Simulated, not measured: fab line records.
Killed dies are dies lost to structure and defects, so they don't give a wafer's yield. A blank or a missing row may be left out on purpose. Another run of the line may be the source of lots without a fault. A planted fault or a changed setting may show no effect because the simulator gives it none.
3 desks looking at one fault || flow n5_finfet || what lay behind the numbers comes last; until then each desk has only its own

THE DEFECT DESK
Inspection counts along the route, by lot: the mean over sampled wafers that carry a number. A lot is out of limits, marked OUT, if its mean lies more than 4 standard deviations from the usual mean; the brackets give that distance.
Columns: A = raw_defect_count at N5_BEOL_M3_INSPECT_30, usual 441
{"lot": "L725", "first seen here": "day 7 19:06", "A": 303}
{"lot": "L727", "first seen here": "day 8 15:21", "A": 525}
{"lot": "L726", "first seen here": "day 8 20:49", "A": 389}
{"lot": "L735", "first seen here": "day 10 12:30", "A": 358}
{"lot": "L744", "first seen here": "day 12 18:59", "A": 520}
{"lot": "L743", "first seen here": "day 12 22:55", "A": 425}
Result from this desk: across the 6 lots, nothing is out of limits.

METROLOGY DESK
Lot by lot, what the gauges showed, no matter which tool ran the lot: averages of those sampled wafers that carry a number. A lot is out of limits, marked OUT, if its mean lies more than 4 standard deviations from the usual mean; the brackets give that distance. Only the readings that lie furthest out on some lot appear, 7 of the 12 it has.
Columns: A = cd_nm at N5_BEOL_M3_CD_MEAS_28, usual 25.74 nm; B = V2_OVL at N5_BEOL_M3_OVL_MEAS_29, usual -0.1 nm; C = IOFF_N at N5_BEOL_M4_RC_MEAS_101, usual 0.157 nA/um; D = IOFF_P at N5_BEOL_M4_RC_MEAS_101, usual 0.22 nA/um; E = ION_N at N5_BEOL_M4_RC_MEAS_101, usual 675 uA/um; F = ION_P at N5_BEOL_M4_RC_MEAS_101, usual 465 uA/um; G = VT_N at N5_BEOL_M4_RC_MEAS_101, usual 249.8 mV
{"lot": "L725", "first seen here": "day 7 19:01", "A": 25.77, "B": -0.3, "C": 0.155, "D": 0.19, "E": 678, "F": 457, "G": 249.3}
{"lot": "L727", "first seen here": "day 8 15:16", "A": 25.55, "B": -0.3, "C": 0.171, "D": 0.24, "E": 684, "F": 473, "G": 248.6}
{"lot": "L726", "first seen here": "day 8 20:44", "A": 25.76, "B": -0.9, "C": 0.156, "D": 0.21, "E": 670, "F": 460, "G": 250.2}
{"lot": "L735", "first seen here": "day 10 12:25", "A": 26.31, "B": 0.3, "C": 0.179, "D": 0.25, "E": 688, "F": 473, "G": 246.2}
{"lot": "L744", "first seen here": "day 12 18:54", "A": 25.74, "B": -0.5, "C": 0.162, "D": 0.24, "E": 680, "F": 471, "G": 249.2}
{"lot": "L743", "first seen here": "day 12 22:50", "A": 25.65, "B": -0.2, "C": 0.171, "D": 0.24, "E": 675, "F": 465, "G": 247.1}
Result from this desk: across the 6 lots, nothing is out of limits.

AT THE TOOL OWNER'S DESK: ald_sin-02
The tool's own readings at N5_BEOL_M3_ALD_98 (deposits SiO2, target thk 2.5 nm, pulse time 1 s, co reactant pulse time 1 s): means of the sampled wafers that have a number, for each lot that ran on this tool. A lot is out of limits, marked OUT, if its mean lies more than 4 standard deviations from the usual mean; the brackets give that distance.
Columns: A = heater_power_w at N5_BEOL_M3_ALD_98, usual 78 W; B = precursor_pulse_height_rel at N5_BEOL_M3_ALD_98, usual 1.001
{"lot": "L725", "first seen here": "day 7 19:22", "A": 77, "B": 1.022}
{"lot": "L727", "first seen here": "day 8 15:54", "A": 73, "B": 1.007}
{"lot": "L726", "first seen here": "day 8 20:59", "A": 81, "B": 1.019}
Result from this desk: across the 3 lots, nothing is out of limits.

PUT TOGETHER
Nothing out of limits was seen by the defect desk.
At the metrology desk, nothing out of limits was observed.
The desk of the tool owner found nothing out of limits.

WHAT THE SIMULATOR PUT IN
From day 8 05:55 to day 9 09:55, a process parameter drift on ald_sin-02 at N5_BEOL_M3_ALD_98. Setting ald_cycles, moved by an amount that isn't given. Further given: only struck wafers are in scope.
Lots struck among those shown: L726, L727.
